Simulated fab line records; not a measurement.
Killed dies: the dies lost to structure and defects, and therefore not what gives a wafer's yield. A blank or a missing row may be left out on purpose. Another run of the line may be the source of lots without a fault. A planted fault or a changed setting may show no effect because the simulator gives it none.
fab line records	flow n5-finfet
record: lots: 7	wafers: 39
route steps=1938 shown BEOL_M9@1446 BEOL_M12@1630 MIM_BOT_LITHO@1860
start-h: the number of hours between the record's first day and the start of the first shown wafer of the lot	wait-h: hours elapsed since this lot's preceding step	" as in the row above	L1.1+2: several wafers, shown together as one row	- no value present, or no start provided	* or withheld: withheld	< > ~ a bound
route shown NAME@n: a module of which the file shows steps, and the number in the route of the first	usual: average and standard deviation across the fault-free wafers	same: alike in all rows	chamber/n: place in a boat	sites: readings site by site	_std_site: how widely they spread, as a standard deviation	_edge_site: mean of outer sites minus mean of inner sites	radius-mm: for every site, how far away it sits from the centre of the wafer	mask NAME#n: copy n	behind: the last tool/chamber to shape the wafer	hold: reason for holding the lot/hours on hold/outcome of the hold	device: the n, p or np transistor that did not switch	end of line: tests of these same wafers at the route's end	for a step that has no rows: nothing shown but its recipe	killed: at the first sort, the dies lost to defects and structure; wafer yield is something else	map: shows each die of a wafer: x if killed, . if not, _ if none is there
set.NAME: the setting the step ran with; set.NAME@STEP: the setting that earlier step ran with	model.NAME: the simulator's own value behind a step, which no gauge read
lots with deliberately changed settings; one table per step, one row per wafer
== steps ==
step: N5_BEOL_M9_TRENCH_ETCH_37
recipe: chemistry: C4F6/O2	target-depth-a: 1514.3	target: SiCOH_lowk	time-s: 49	ion-energy-ev: 250	pressure-mtorr: 30	source-w: 345	bias-w: 185	Ar_flow_sccm: 300	C4F6_flow_sccm: 10	O2_flow_sccm: 10
lot.wafer	tool	chamber	start-h	wait-h	set.time-s	model.BEOL_M9.feature-depth-nm	model.etch.depth-nm	model.TiN_of_BEOL_M9_HM_DEP_02.thk-nm
L074.1	rie-diel-02	2	-	-	29.84	94.2	94.19	17.2
L074.2	"	3	"	"	49	154.4	154.4	15.6
L074.3	"	1	"	"	49	153.4	153.4	15.6
L074.4	"	0	"	"	49	151.2	151.3	15.6
L074.5	"	1	"	"	29.84	93.2	93.11	17.4
L074.6	"	2	"	"	29.84	94.6	94.65	17.2
L078.1	rie-diel-05	0	-	-	49	147.2	147.3	15.8
L078.2	"	3	"	"	77.49	234.8	234.8	13.2
L078.3	"	2	"	"	49	149	149.1	15.8
L078.4	"	0	"	"	77.49	232.8	232.8	13.4
L078.5	"	2	"	"	49	149.6	149.5	16
L078.6	"	3	"	"	77.49	234.8	234.8	13.6
L079.1	rie-diel-06	3	-	-	63.79	193.8	193.9	14.6
L079.2	"	1	"	"	49	148.8	148.8	16
L079.3	"	2	"	"	63.79	199.2	199.3	14.8
L079.4	"	2	"	"	49	150.8	150.7	15.8
L079.5	"	1	"	"	63.79	194.4	194.5	14.6
L079.6	"	3	"	"	49	148.4	148.4	16
L082.1	rie-diel-05	1	-	-	49	148.6	148.6	15.6
L082.2	"	3	"	"	49	147.2	147.2	15.6
L082.3	"	2	"	"	49	148	148	15.6
L082.4	"	0	"	"	49	145.8	145.7	15.6
L082.5	"	1	"	"	49	147.4	147.4	15.8
L082.6	"	0	"	"	49	147.4	147.4	15.6
L089.1	rie-diel-02	1	-	-	61.94	194.4	194.5	14.4
L089.2	"	0	"	"	49	150.8	150.7	15.6
L089.3	"	3	"	"	49	153.6	153.6	15.6
L089.4	"	2	"	"	61.94	195.8	195.8	14.4
L089.5	"	3	"	"	61.94	192.8	192.8	14.6
L089.6	"	2	"	"	49	155.2	155.1	15.6
L091.1	rie-diel-05	0	-	-	49	146.6	146.7	15.8
L091.2	"	1	"	"	49	148.4	148.5	15.6
L091.3	"	3	"	"	49	146.8	146.9	15.6
L095.1	rie-diel-02	0	-	-	29.48	90.8	90.75	17.8
L095.2	"	2	"	"	49	155.4	155.4	16
L095.3	"	3	"	"	49	153.2	153.2	15.6
L095.4	"	1	"	"	29.48	92	91.96	17.6
L095.5	"	3	"	"	29.48	92.6	92.67	17.4
L095.6	"	2	"	"	49	154.4	154.5	15.8
step: N5_BEOL_M9_ETCH_41
recipe: chemistry: CH3F/O2	target: SiCN	target-depth-a: 366	taper-deg: 2	time-s: 70.1	ion-energy-ev: 120	mask-material: TiN	pressure-mtorr: 30	source-w: 395	bias-w: 75	Ar_flow_sccm: 150	CH3F_flow_sccm: 30	O2_flow_sccm: 20
step: N5_BEOL_M9_STRIP_80
recipe: chemistry: N2/H2	time-s: 10	power-w: 450	temp-c: 40	pressure-mtorr: 20	rf-frequency-hz: 6e+07	bias-power-w: 7	n2-flow-sccm: 200	h2-flow-sccm: 200
step: N5_BEOL_M9_OCD_MEAS_38
usual: trench-depth-nm: 150.8/2.5
lot.wafer	tool	chamber	start-h	wait-h	set.time-s@BEOL_M9_TRENCH_ETCH_37	trench-depth-nm
L074.1	ocd-02	-	247.04	-	29.84	94.5
L074.2	"	-	"	"	49	154.4
L074.3	"	-	"	"	49	153.3
L074.4	"	-	"	"	49	151.4
L074.5	"	-	"	"	29.84	93.3
L074.6	"	-	"	"	29.84	94.9
L078.1	ocd-02	-	274.04	-	49	146.9
L078.2	"	-	"	"	77.49	234.9
L078.3	"	-	"	"	49	148.7
L078.4	"	-	"	"	77.49	233.0
L078.5	"	-	"	"	49	149.5
L078.6	"	-	"	"	77.49	235.2
L079.1	ocd-01	-	282.57	-	63.79	194.1
L079.2	"	-	"	"	49	148.9
L079.3	"	-	"	"	63.79	199.1
L079.4	"	-	"	"	49	150.5
L079.5	"	-	"	"	63.79	194.9
L079.6	"	-	"	"	49	148.3
L082.1	ocd-01	-	307.80	-	49	147.8
L082.2	"	-	"	"	49	147.5
L082.3	"	-	"	"	49	148.2
L082.4	"	-	"	"	49	146.1
L082.5	"	-	"	"	49	147.6
L082.6	"	-	"	"	49	147.9
L089.1	ocd-02	-	322.65	-	61.94	194.4
L089.2	"	-	"	"	49	150.5
L089.3	"	-	"	"	49	153.8
L089.4	"	-	"	"	61.94	195.5
L089.5	"	-	"	"	61.94	192.7
L089.6	"	-	"	"	49	154.9
L091.1	ocd-01	-	344.12	-	49	147.0
L091.2	"	-	"	"	49	148.3
L091.3	"	-	"	"	49	146.6
L095.1	ocd-02	-	382.18	-	29.48	90.5
L095.2	"	-	"	"	49	156.2
L095.3	"	-	"	"	49	153.3
L095.4	"	-	"	"	29.48	91.8
L095.5	"	-	"	"	29.48	92.6
L095.6	"	-	"	"	49	154.7
step: N5_BEOL_M9_HM_STRIP_39
recipe: chemistry: peroxide-tin-strip	material: TiN	target-depth-a: 250	temp-c: 50	time-s: 158
step: N5_BEOL_M9_SRD_40
recipe: time-s: 30	temp-c: 23	rinse-liquid: diw	dry: ipa-marangoni
step: N5_BEOL_M9_ECD_50
recipe: material: Cu	target-thk-a: 3180
step: N5_BEOL_M9_ANNEAL_51
recipe: temp-c: 225	time-s: 90	ambient: N2
step: N5_BEOL_M9_CMP_52
recipe: stop-on: SiCOH_lowk	t-overpolish-s: 7	down-force-psi: 1	platen-rpm: 50	clearing-platen-down-force-psi: 1.5	clearing-platen-rpm: 50	post-cmp-clean: cu-alkaline	target-thk-nm: 140	clearing-platen-pad-velocity-m-s: 0.99484	pad-velocity-m-s: 0.99484
lot.wafer	tool	chamber	start-h	wait-h	set.time-s@BEOL_M9_TRENCH_ETCH_37	model.Cu_of_BEOL_M9_ECD_50.thk-nm
L074.4	cmp-01	1	252.75	0.1	49	140.2
L074.2	"	2	"	"	49	143
L074.1	"	3	"	"	29.84	83.2
L074.3	"	0	"	"	49	142.6
L074.5	"	1	"	"	29.84	81.8
L074.6	"	2	"	"	29.84	83.4
L078.1	cmp-02	2	276.96	0.3	49	137.2
L078.2	"	3	"	"	77.49	225.4
L078.3	"	0	"	"	49	138.2
L078.4	"	1	"	"	77.49	222.2
L078.6	"	2	"	"	77.49	223.6
L078.5	"	3	"	"	49	139.6
L079.3	cmp-03	0	286.31	0.2	63.79	188
L079.2	"	1	"	"	49	136.8
L079.1	"	2	"	"	63.79	183
L079.4	"	3	"	"	49	139
L079.6	"	0	"	"	49	137.4
L079.5	"	1	"	"	63.79	182.8
L082.4	cmp-02	3	309.86	0.1	49	134.6
L082.3+5	"	0	"	"	49	136.6
L082.2	"	1	"	"	49	135.8
L082.1	"	2	"	"	49	138
L082.6	"	3	"	"	49	137
L089.1	cmp-01	0	325.83	0.3	61.94	184.6
L089.3	"	1	"	"	49	144.4
L089.4	"	2	"	"	61.94	186
L089.2	"	3	"	"	49	139.4
L089.5	"	0	"	"	61.94	182.8
L089.6	"	1	"	"	49	144.2
L091.1	cmp-01	0	346.87	0.3	49	133.8
L091.2	"	1	"	"	49	137.6
L091.3	"	3	"	"	49	135.2
L095.3	cmp-01	3	386.64	0.3	49	142.8
L095.4+1	"	0,2	"	"	29.48	81.6
L095.2	"	1	"	"	49	145.4
L095.5	"	3	"	"	29.48	83
L095.6	"	0	"	"	49	144.4
step: N5_BEOL_M9_THK_MEAS_53
recipe: thk-meas-gauge: xrf	reads: Cu_of_BEOL_M9_ECD_50
usual: M9_THK: 141/3.1
lot.wafer	tool	chamber	start-h	wait-h	set.time-s@BEOL_M9_TRENCH_ETCH_37	M9_THK[nm]
L074.1	film-metro-02	-	253.05	-	29.84	84
L074.2	"	-	"	"	49	143
L074.3	"	-	"	"	49	143
L074.4	"	-	"	"	49	140
L074.5	"	-	"	"	29.84	82
L074.6	"	-	"	"	29.84	84
L078.1	film-metro-01	-	277.25	-	49	138
L078.2	"	-	"	"	77.49	227
L078.3	"	-	"	"	49	139
L078.4	"	-	"	"	77.49	224
L078.5	"	-	"	"	49	140
L078.6	"	-	"	"	77.49	224
L079.1	film-metro-02	-	286.60	-	63.79	186
L079.2	"	-	"	"	49	139
L079.3	"	-	"	"	63.79	189
L079.4	"	-	"	"	49	141
L079.5	"	-	"	"	63.79	185
L079.6	"	-	"	"	49	139
L082.1	film-metro-02	-	310.16	-	49	139
L082.2	"	-	"	"	49	138
L082.3	"	-	"	"	49	138
L082.4	"	-	"	"	49	136
L082.5	"	-	"	"	49	138
L082.6	"	-	"	"	49	139
L089.1	film-metro-02	-	326.12	-	61.94	185
L089.2	"	-	"	"	49	141
L089.3	"	-	"	"	49	145
L089.4	"	-	"	"	61.94	188
L089.5	"	-	"	"	61.94	184
L089.6	"	-	"	"	49	145
L091.1	film-metro-01	-	347.16	-	49	136
L091.2	"	-	"	"	49	139
L091.3	"	-	"	"	49	137
L095.1	film-metro-01	-	386.94	-	29.48	83
L095.2	"	-	"	"	49	148
L095.3	"	-	"	"	49	146
L095.4	"	-	"	"	29.48	84
L095.5	"	-	"	"	29.48	85
L095.6	"	-	"	"	49	148
step: N5_BEOL_M9_PRE_CLEAN_55
recipe: gas: NH3	time-s: 15	temp-c: withheld	rf-power-w: 300
step: N5_BEOL_M9_DEP_56
recipe: material: SiCN	target-thk-a: 150	temp-c: withheld	precursor: 3MS/NH3	pressure-torr: 3	rf-w: 202	time-s: 26.5
step: N5_BEOL_M9_RS_MEAS_57
recipe: thk-meas-gauge: four-point-probe	reads: Cu_of_BEOL_M9_ECD_50+Co_of_BEOL_M9_CVD_78+TaN_of_BEOL_M9_ALD_74
usual: M9_RS: 0.151/0.0033
lot.wafer	tool	chamber	start-h	wait-h	set.time-s@BEOL_M9_TRENCH_ETCH_37	M9_RS[ohm/sq]
L074.1	film-metro-02	-	253.18	0.1	29.84	0.272
L074.2	"	-	"	"	49	0.147
L074.3	"	-	"	"	49	0.148
L074.4	"	-	"	"	49	0.150
L074.5	"	-	"	"	29.84	0.277
L074.6	"	-	"	"	29.84	0.271
L078.1	film-metro-02	-	277.42	0.1	49	0.154
L078.2	"	-	"	"	77.49	0.090
L078.3	"	-	"	"	49	0.153
L078.4	"	-	"	"	77.49	0.091
L078.5	"	-	"	"	49	0.151
L078.6	"	-	"	"	77.49	0.091
L079.1	film-metro-01	-	286.74	0.1	63.79	0.113
L079.2	"	-	"	"	49	0.155
L079.3	"	-	"	"	63.79	0.110
L079.4	"	-	"	"	49	0.152
L079.5	"	-	"	"	63.79	0.113
L079.6	"	-	"	"	49	0.154
L082.1	film-metro-02	-	310.33	0.1	49	0.153
L082.2	"	-	"	"	49	0.156
L082.3	"	-	"	"	49	0.155
L082.4	"	-	"	"	49	0.157
L082.5	"	-	"	"	49	0.155
L082.6	"	-	"	"	49	0.154
L089.1	film-metro-01	-	326.26	0.1	61.94	0.112
L089.2	"	-	"	"	49	0.151
L089.3	"	-	"	"	49	0.146
L089.4	"	-	"	"	61.94	0.111
L089.5	"	-	"	"	61.94	0.113
L089.6	"	-	"	"	49	0.146
L091.1	film-metro-01	-	347.30	0.1	49	0.159
L091.2	"	-	"	"	49	0.154
L091.3	"	-	"	"	49	0.157
L095.1	film-metro-01	-	387.07	0.1	29.48	0.278
L095.2	"	-	"	"	49	0.145
L095.3	"	-	"	"	49	0.148
L095.4	"	-	"	"	29.48	0.279
L095.5	"	-	"	"	29.48	0.273
L095.6	"	-	"	"	49	0.146
step: N5_BEOL_M12_DEVELOP_27
recipe: develop-time-s: 45	rinse-liquid: diw	dry: air-spin	dev-temp-c: 21
lot.wafer	tool	chamber	start-h	wait-h	set.develop-time-s
L074.1+2+3+4+5+6	litho-track-02	0	-	-	45
L078.1+2+3+4+5+6	litho-track-04	0	-	-	45
L079.1+2+6	litho-track-05	0	-	-	45
L079.3+4+5	"	0	"	"	22.41
L082.1+3+4	litho-track-05	0	-	-	66
L082.2+5+6	"	0	"	"	45
L089.1+2+6	litho-track-05	0	-	-	45
L089.3+4+5	"	0	"	"	18.33
L091.1+2+3	litho-track-04	0	-	-	45
L095.1+3+5	litho-track-04	0	-	-	33.85
L095.2+4+6	"	0	"	"	45
step: N5_BEOL_M12_HARDBAKE_32
recipe: temp-c: 130	time-s: 120
step: N5_BEOL_M12_CD_MEAS_28
recipe: target-cd-nm: 160.2	landing-energy-ev: 500	detector: se-inlens	polarity: opening
usual: cd-nm: 160.6/1.3
lot.wafer	tool	chamber	start-h	wait-h	set.develop-time-s@BEOL_M12_DEVELOP_27	cd-nm
L074.1	cd-sem-01	0	273.05	-	45	161.0
L074.2	"	0	"	"	45	161.8
L074.3	"	0	"	"	45	160.5
L074.4	"	0	"	"	45	160.8
L074.5	"	0	"	"	45	161.1
L074.6	"	0	"	"	45	161.1
L078.1	cd-sem-01	0	299.21	-	45	161.1
L078.2	"	0	"	"	45	160.4
L078.3	"	0	"	"	45	159.6
L078.4	"	0	"	"	45	160.4
L078.5	"	0	"	"	45	158.6
L078.6	"	0	"	"	45	160.0
L079.1	cd-sem-03	0	305.67	-	45	160.2
L079.2	"	0	"	"	45	158.8
L079.3	"	0	"	"	22.41	154.1
L079.4	"	0	"	"	22.41	155.4
L079.5	"	0	"	"	22.41	155.6
L079.6	"	0	"	"	45	160.0
L082.1	cd-sem-02	0	326.48	-	66	160.7
L082.2	"	0	"	"	45	160.8
L082.3	"	0	"	"	66	161.5
L082.4	"	0	"	"	66	161.2
L082.5	"	0	"	"	45	158.7
L082.6	"	0	"	"	45	160.2
L089.1	cd-sem-03	0	345.08	-	45	163.6
L089.2	"	0	"	"	45	162.9
L089.3	"	0	"	"	18.33	157.9
L089.4	"	0	"	"	18.33	156.9
L089.5	"	0	"	"	18.33	156.9
L089.6	"	0	"	"	45	163.0
L091.1	cd-sem-02	0	371.74	-	45	161.9
L091.2	"	0	"	"	45	161.6
L091.3	"	0	"	"	45	162.4
L095.1	cd-sem-01	0	405.65	-	33.85	159.6
L095.2	"	0	"	"	45	159.7
L095.3	"	0	"	"	33.85	160.1
L095.4	"	0	"	"	45	159.7
L095.5	"	0	"	"	33.85	159.0
L095.6	"	0	"	"	45	160.5
step: N5_MIM_BOT_LITHO_DEVELOP_07
recipe: develop-time-s: 60	rinse-liquid: diw	dry: air-spin	dev-temp-c: 21
lot.wafer	tool	chamber	start-h	wait-h	set.develop-time-s
L074.1+4+6	litho-track-02	0	-	-	60
L074.2+3+5	"	0	"	"	42.27
L078.1+4+5	litho-track-04	0	-	-	60
L078.2+3+6	"	0	"	"	91.5
L079.1+2+3+4+5+6	litho-track-04	0	-	-	60
L082.1+3+6	litho-track-02	0	-	-	60
L082.2+4+5	"	0	"	"	85.27
L089.1+4+6	litho-track-05	0	-	-	44.68
L089.2+3+5	"	0	"	"	60
L091.1+2+3	litho-track-04	0	-	-	60
L095.1+3+4	litho-track-02	0	-	-	60
L095.2+5+6	"	0	"	"	94.94
step: N5_MIM_BOT_LITHO_HARDBAKE_09
recipe: temp-c: 130	time-s: 120
step: N5_MIM_BOT_LITHO_CD_MEAS_08
recipe: target-cd-nm: 3000	landing-energy-ev: 500	detector: se-inlens	polarity: opening
usual: cd-nm: 3000.4/1.2
lot.wafer	tool	chamber	start-h	wait-h	set.develop-time-s@MIM_BOT_LITHO_DEVELOP_07	cd-nm
L074.1	cd-sem-01	0	301.48	-	60	2999.5
L074.2	"	0	"	"	42.27	2992.2
L074.3	"	0	"	"	42.27	2993.9
L074.4	"	0	"	"	60	3000.1
L074.5	"	0	"	"	42.27	2993.5
L074.6	"	0	"	"	60	2999.5
L078.1	cd-sem-02	0	327.91	-	60	3001.4
L078.2	"	0	"	"	91.5	3007.7
L078.3	"	0	"	"	91.5	3007.8
L078.4	"	0	"	"	60	3000.4
L078.5	"	0	"	"	60	3001.1
L078.6	"	0	"	"	91.5	3010.2
L079.1	cd-sem-03	0	333.04	-	60	3001.4
L079.2	"	0	"	"	60	2997.8
L079.3	"	0	"	"	60	2999.9
L079.4	"	0	"	"	60	2999.9
L079.5	"	0	"	"	60	3000.5
L079.6	"	0	"	"	60	2998.9
L082.1	cd-sem-02	0	353.81	-	60	3001.8
L082.2	"	0	"	"	85.27	3010.1
L082.3	"	0	"	"	60	3001.1
L082.4	"	0	"	"	85.27	3007.9
L082.5	"	0	"	"	85.27	3008.2
L082.6	"	0	"	"	60	3001.2
L089.1	cd-sem-01	0	370.35	-	44.68	2993.0
L089.2	"	0	"	"	60	2997.6
L089.3	"	0	"	"	60	2998.3
L089.4	"	0	"	"	44.68	2993.8
L089.5	"	0	"	"	60	2997.7
L089.6	"	0	"	"	44.68	2993.9
L091.1	cd-sem-03	0	404.50	-	60	3000.2
L091.2	"	0	"	"	60	2999.8
L091.3	"	0	"	"	60	3000.7
L095.1	cd-sem-02	0	432.13	-	60	2999.4
L095.2	"	0	"	"	94.94	3008.2
L095.3	"	0	"	"	60	2999.5
L095.4	"	0	"	"	60	3000.3
L095.5	"	0	"	"	94.94	3008.7
L095.6	"	0	"	"	94.94	3008.2
== key ==
split: step: N5_BEOL_M9_TRENCH_ETCH_37	setting: time-s	stated: 49	by: wafer
response: step: N5_BEOL_M9_TRENCH_ETCH_37	reading: model.BEOL_M9.feature-depth-nm	change: +1.51	per: 1%	r: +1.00
response: step: N5_BEOL_M9_TRENCH_ETCH_37	reading: model.etch.depth-nm	change: +1.51	per: 1%	r: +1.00
response: step: N5_BEOL_M9_TRENCH_ETCH_37	reading: model.TiN_of_BEOL_M9_HM_DEP_02.thk-nm	change: -0.043	per: 1%	r: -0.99
response: step: N5_BEOL_M9_OCD_MEAS_38	reading: trench-depth-nm	change: +1.52	per: 1%	r: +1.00
response: step: N5_BEOL_M9_CMP_52	reading: model.Cu_of_BEOL_M9_ECD_50.thk-nm	change: +1.51	per: 1%	r: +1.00
response: step: N5_BEOL_M9_THK_MEAS_53	reading: M9_THK	change: +1.53	per: 1%	r: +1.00
response: step: N5_BEOL_M9_RS_MEAS_57	reading: M9_RS	change: -0.00196	per: 1%	r: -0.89
split: step: N5_BEOL_M12_DEVELOP_27	setting: develop-time-s	stated: 45	by: wafer
response: step: N5_BEOL_M12_CD_MEAS_28	reading: cd-nm	change: +0.074	per: 1%	r: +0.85
split: step: N5_MIM_BOT_LITHO_DEVELOP_07	setting: develop-time-s	stated: 60	by: wafer
response: step: N5_MIM_BOT_LITHO_CD_MEAS_08	reading: cd-nm	change: +0.161	per: 1%	r: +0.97
